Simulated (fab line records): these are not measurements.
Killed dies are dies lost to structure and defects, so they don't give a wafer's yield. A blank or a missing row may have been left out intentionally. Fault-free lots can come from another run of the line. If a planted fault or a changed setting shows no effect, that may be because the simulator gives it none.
Matching of chambers    flow n5-finfet    N5_HKMG_FIN_ETCH_67 on rie-diel-04: 4 sister chambers
The step etches SOC in N2/H2, stops on TiN, target depth 388.9 nm. 22 wafers are shown with their chamber, then 11 later ones without.

## EACH WAFER AND ITS CHAMBER
wafer   chamber  throttle-valve-pct (%)  showerhead-plenum-p-Torr (Torr)  rf-vpp-V (V)
L074.1  0        18.20                   2.53                             241.7
L074.2  3        17.57                   2.43                             238.5
L074.3  1        17.87                   2.53                             240.7
L076.1  0        18.22                   2.52                             241.3
L076.2  2        18.19                   2.41                             238.4
L076.4  1        17.88                   2.53                             239.3
L077.1  1        17.89                   2.53                             240.1
L077.5  0        18.21                   2.52                             240.6
L077.6  1        17.89                   2.53                             240.2
L079.1  0        18.22                   2.52                             240.5
L079.2  1        17.90                   2.53                             240.5
L079.3  2        18.21                   2.41                             238.6
L083.1  2        18.24                   2.41                             238.9
L083.3  3        17.59                   2.43                             238.8
L083.5  1        17.91                   2.53                             241.2
L086.2  0        18.26                   2.51                             238.8
L086.5  3        17.59                   2.42                             238.3
L086.6  0        18.23                   2.51                             240.9
L090.1  1        17.94                   2.52                             240.2
L090.3  3        17.61                   2.42                             239.1
L090.5  2        17.80                   2.72                             242.8
L093.1  0        18.29                   2.51                             238.1

SIGNATURES (means of the wafers above)
reading                   chamber 0  chamber 1  chamber 2  chamber 3  scatter within a chamber
throttle-valve-pct        18.2329    17.8971    18.1100    17.5900    0.088
showerhead-plenum-p-Torr  2.5171     2.5286     2.4875     2.4250     0.0635
rf-vpp-V                  240.271    240.314    239.675    238.675    1.2
Rule: a wafer's distance from a chamber is the root of the sum, over the readings, of the square of ((its reading less the chamber's mean) divided by the reading's scatter). If the next closest chamber is less than 2 further off than the closest, the wafer can't be placed; otherwise it belongs to the closest. The scatter is the square root of a quotient: the sum, over the shown wafers, of each reading's squared deviation from its chamber's mean, divided by wafers minus chambers.

## WAFERS MISSING THEIR CHAMBER
wafer   throttle-valve-pct (%)  showerhead-plenum-p-Torr (Torr)  rf-vpp-V (V)
L093.2  17.81                   2.72                             242.9
L093.4  17.64                   2.42                             239.8
L095.1  17.79                   2.72                             242.4
L095.2  17.96                   2.52                             240.6
L095.3  18.27                   2.51                             239.4
L095.4  17.63                   2.41                             238.7
L095.5  17.95                   2.52                             239.7
L095.6  18.28                   2.51                             239.7
L096.2  17.81                   2.72                             243.6
L096.4  17.65                   2.41                             237.6
L096.6  17.95                   2.51                             240.5

## WHICH CHAMBER EACH WENT THROUGH
wafer   from the rows above      in truth
L093.2  can't be placed: 1 or 2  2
L093.4  3                        3
L095.1  can't be placed: 1 or 2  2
L095.2  can't be placed: 1 or 2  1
L095.3  can't be placed: 0 or 2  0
L095.4  3                        3
L095.5  can't be placed: 1 or 2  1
L095.6  can't be placed: 0 or 2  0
L096.2  can't be placed: 1 or 2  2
L096.4  3                        3
L096.6  can't be placed: 1 or 2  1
Correctly placed: 3 of 11. Not placeable from these rows: 8 (in 8, the candidates include the true chamber). Placed wrongly: 0.
